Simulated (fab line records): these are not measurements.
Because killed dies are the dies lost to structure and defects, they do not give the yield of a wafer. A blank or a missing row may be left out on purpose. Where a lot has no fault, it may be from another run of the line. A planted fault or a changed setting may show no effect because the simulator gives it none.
Chamber matching -- flow n5_finfet -- N5_BEOL_M1_ETCH_69 on rie_diel-05 has 4 sister chambers
The step etches SiARC in CF4, target depth 15.6 nm, time 26 s. 4 wafers are shown with their chamber, then 10 later ones without.

== WAFERS WITH THEIR CHAMBER ==
wafer,chamber,showerhead_plenum_p_Torr (Torr)
L077.2,0,2.20
L081.1,2,2.05
L082.4,3,2.18
L082.5,1,2.21

== WAFERS MISSING THEIR CHAMBER ==
wafer,showerhead_plenum_p_Torr (Torr)
L082.6,2.05
L087.1,2.21
L087.4,2.21
L087.5,2.04
L089.3,2.19
L089.4,2.21
L089.6,2.04
L097.2,2.18
L097.3,2.19
L097.5,2.18

== THE CHAMBER EACH PASSED THROUGH ==
wafer,from the rows above,in truth
L082.6,2,2
L087.1,can't be placed: 1 or 0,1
L087.4,can't be placed: 1 or 0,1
L087.5,2,2
L089.3,can't be placed: 3 or 0 or 1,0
L089.4,can't be placed: 1 or 0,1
L089.6,2,2
L097.2,3,3
L097.3,can't be placed: 3 or 0 or 1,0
L097.5,3,3
Correctly placed: 5 of 10. Can't be placed from these rows: 5 (the true chamber is among the candidates in 5). Placed wrongly: 0.
How it was worked out, from the rows above alone: a wafer's distance from a chamber is the root of the sum, over the readings, of the square of ((its reading less the chamber's mean) divided by the reading's scatter). The wafer belongs to the nearest chamber; if the next one is less than 2 further off, it can't be placed. Each chamber's mean is taken over the wafers shown for it. The scatter: with one shown wafer a chamber, the root of the mean of the squares of how far each hidden wafer lies from its nearest shown one.
